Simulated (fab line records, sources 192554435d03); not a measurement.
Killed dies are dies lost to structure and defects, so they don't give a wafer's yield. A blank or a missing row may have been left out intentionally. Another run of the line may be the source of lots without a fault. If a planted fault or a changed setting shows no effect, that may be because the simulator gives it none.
Matching of chambers -- flow n5-finfet -- 4 sister chambers for N5_BEOL_M4_CMP_52 on cmp-01
The step polishes, stops on SiOC, t overpolish 6.8 s, target thk 40 nm. 18 wafers are shown with their chamber, then 9 later ones without.

## WAFERS WITH THEIR CHAMBER
wafer,chamber,motor-current-A (A),clearing-platen-down-force-psi (psi),head-pressure-psi (psi)
L075.1,1,6.4,1.501,0.9994
L075.4,3,5.8,1.500,1.0029
L075.5,0,6.1,1.501,0.9993
L076.2,1,6.3,1.496,0.9984
L076.3,0,5.8,1.500,1.0021
L076.6,1,6.4,1.499,0.9975
L078.1,3,6.0,1.499,1.0024
L078.3,2,5.3,1.498,1.0004
L078.5,1,6.3,1.498,0.9999
L082.2,1,6.6,1.502,1.0007
L082.3,3,6.1,1.501,1.0040
L082.6,2,5.3,1.501,1.0012
L085.2,0,5.7,1.502,1.0029
L085.3,3,5.7,1.501,0.9995
L085.4,1,6.5,1.492,0.9988
L089.3,0,5.5,1.501,1.0013
L089.5,3,5.7,1.501,0.9981
L089.6,0,6.0,1.502,0.9991

SIGNATURES, as means of the wafers listed above
reading,chamber 0,chamber 1,chamber 2,chamber 3,scatter within a chamber
motor-current-A,5.820,6.417,5.300,5.860,0.175
clearing-platen-down-force-psi,1.50120,1.49800,1.49950,1.50040,0.00234
head-pressure-psi,1.000940,0.999117,1.000800,1.001380,0.00175
Rule: for each reading, subtract the chamber's mean from the wafer's reading, divide by that reading's scatter and square the result; add these up over the readings and take the root, which gives the wafer's distance from the chamber. If the next closest chamber is less than 2 further off than the closest, the wafer can't be placed; otherwise it belongs to the closest. How the scatter is found: for the shown wafers, subtract from each reading the mean of its chamber, square and add these, divide the total by (wafers less chambers), then take the root.

## WAFERS WITHOUT THEIR CHAMBER
wafer,motor-current-A (A),clearing-platen-down-force-psi (psi),head-pressure-psi (psi)
L091.2,5.9,1.493,0.9992
L091.5,5.8,1.494,1.0015
L091.6,5.4,1.497,1.0039
L092.1,6.6,1.502,0.9994
L092.4,5.6,1.497,0.9976
L092.6,5.9,1.503,1.0012
L093.3,6.3,1.501,0.9994
L093.4,5.7,1.496,1.0001
L093.6,5.5,1.497,1.0009

## EACH ONE'S CHAMBER
wafer,from the rows above,in truth
L091.2,can't be placed: 3 or 1 or 0 or 2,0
L091.5,can't be placed: 3 or 0 or 2 or 1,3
L091.6,can't be placed: 2 or 3 or 0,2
L092.1,1,1
L092.4,can't be placed: 2 or 0 or 3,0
L092.6,can't be placed: 0 or 3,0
L093.3,can't be placed: 1 or 3 or 0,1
L093.4,can't be placed: 3 or 0 or 2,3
L093.6,can't be placed: 2 or 3 or 0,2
Correct placement for 1 of the 9. Cannot be placed on the basis of these rows: 8; the candidates contain the true chamber in 8. Wrongly placed: 0.
